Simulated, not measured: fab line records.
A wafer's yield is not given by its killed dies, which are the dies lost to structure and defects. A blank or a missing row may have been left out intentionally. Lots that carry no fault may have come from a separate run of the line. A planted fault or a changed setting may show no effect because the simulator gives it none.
Problem report in the 8D (eight disciplines) form, filled by code / flow n5Finfet / the parts of the form that need people (team, actions taken, sign-off) are left out

== 1. PROBLEM STATEMENT ==
At N5_BEOL_M11_ETCH_66, runLengthS averages 190.1 s over 2 wafers from 2 lots, while fault-free wafers read 203.5 s, standard deviation 0.51. Relative to the usual mean, that is a shift of -26 standard deviations.
The step: etches SOC in N2/H2, target depth 120 nm, overetch 24 nm, time 180 s.
Seen first at day 13 13:40 on rieDiel-04, wafer L625.6. At this step, 16 wafers from 6 lots have a number in the record. Rule for "out", or "out of limits": more than 4 standard deviations from the usual mean. All remaining wafers that have a number are taken as sound.

== 2. WHAT IT IS, AND WHAT IT ISN'T ==
question=which readings at this step | is=runLengthS | is not=drypumpMotorCurrentA, n2FlowSccm, rfVppV, showerheadPlenumPTorr, throttleValvePct
question=which lots | is=L625, L628 | is not=L616, L621, L634, L639
question=which wafers of those lots | is=L625.6, L628.1 | is not=L625.2, L628.2
question=read on which tools | is=rieDiel-04 | is not=rieDiel-05
question=when | is=from day 13 13:40 | is not=up to then (7 sound wafers); but 7 sound wafers of L628, L634, L639 came after

== 3. THE SUSPECTS, EACH WITH WHAT RULES IT OUT ==
Counting: any tool at a process step up to the reading remains a suspect provided it ran every lot that is out. Sound lots after the first of them don't rule it out here, since some wafers of a struck lot are sound.
- rieDiel-04 at N5_BEOL_M11_DESCUM_33 (chemistry O2, time 7.9 s): kept. It processed each lot that is out (first: L625, day 13 13:35); up to then, its last sound lot is L616 (day 10 15:58).
- rieDiel-04 at N5_BEOL_M11_ETCH_65 (etches SiARC in CF4, target depth 39 nm, time 65 s): kept. It processed each lot that is out (first: L625, day 13 13:37); up to then, its last sound lot is L616 (day 10 16:00).
- rieDiel-04 at N5_BEOL_M11_ETCH_66 (etches SOC in N2/H2, target depth 120 nm, overetch 24 nm, time 180 s): kept. It processed each lot that is out (first: L625, day 13 13:40); up to then, its last sound lot is L616 (day 10 16:03). Its own runLengthS readings are out on those wafers.
- Within rieDiel-04 at N5_BEOL_M11_DESCUM_33: the wafers that are out ran in chambers 1, 3; their sound lot-mates ran in chambers 0, 2.
- Within rieDiel-04 at N5_BEOL_M11_ETCH_65: the wafers that are out ran in chambers 1, 3; their sound lot-mates ran in chambers 0, 2.
- Within rieDiel-04 at N5_BEOL_M11_ETCH_66: the wafers that are out ran in chambers 1, 3; their sound lot-mates ran in chambers 0, 2.
The count leaves rieDiel-04 at N5_BEOL_M11_DESCUM_33, rieDiel-04 at N5_BEOL_M11_ETCH_65, and rieDiel-04 at N5_BEOL_M11_ETCH_66.

== 4. THE CAUSE (what the simulator had put in) ==
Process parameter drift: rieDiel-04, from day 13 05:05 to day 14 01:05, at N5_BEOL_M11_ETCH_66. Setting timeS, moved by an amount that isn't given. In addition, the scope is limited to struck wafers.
This tool is one of the 3 suspects left after counting.

== 5. SEQUENCE OF EFFECTS, ordered by route ==
Each row: a reading whose mean over the struck wafers that have a number lies more than 3 standard deviations from the usual. Only readings for which the record gives a usual standard deviation are gone through. hours: the time from each lot's start at the first step in this table that gives one to its start at this step, as a median over the lots. sigmas: the change in usual standard deviations.
hours=0; step=N5_BEOL_M11_ETCH_66; reading=runLengthS; usual=203.5 s; on struck wafers=190.1; change=-13.4; sigmas=-26
The process steps in it:
- N5_BEOL_M11_ETCH_66: etches SOC in N2/H2, target depth 120 nm, overetch 24 nm, time 180 s.

== 6. WHAT WOULD HAVE CAUGHT IT SOONER ==
In this record the first reading out of limits was taken at day 13 13:40, 9 hours after the fault began at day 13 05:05.
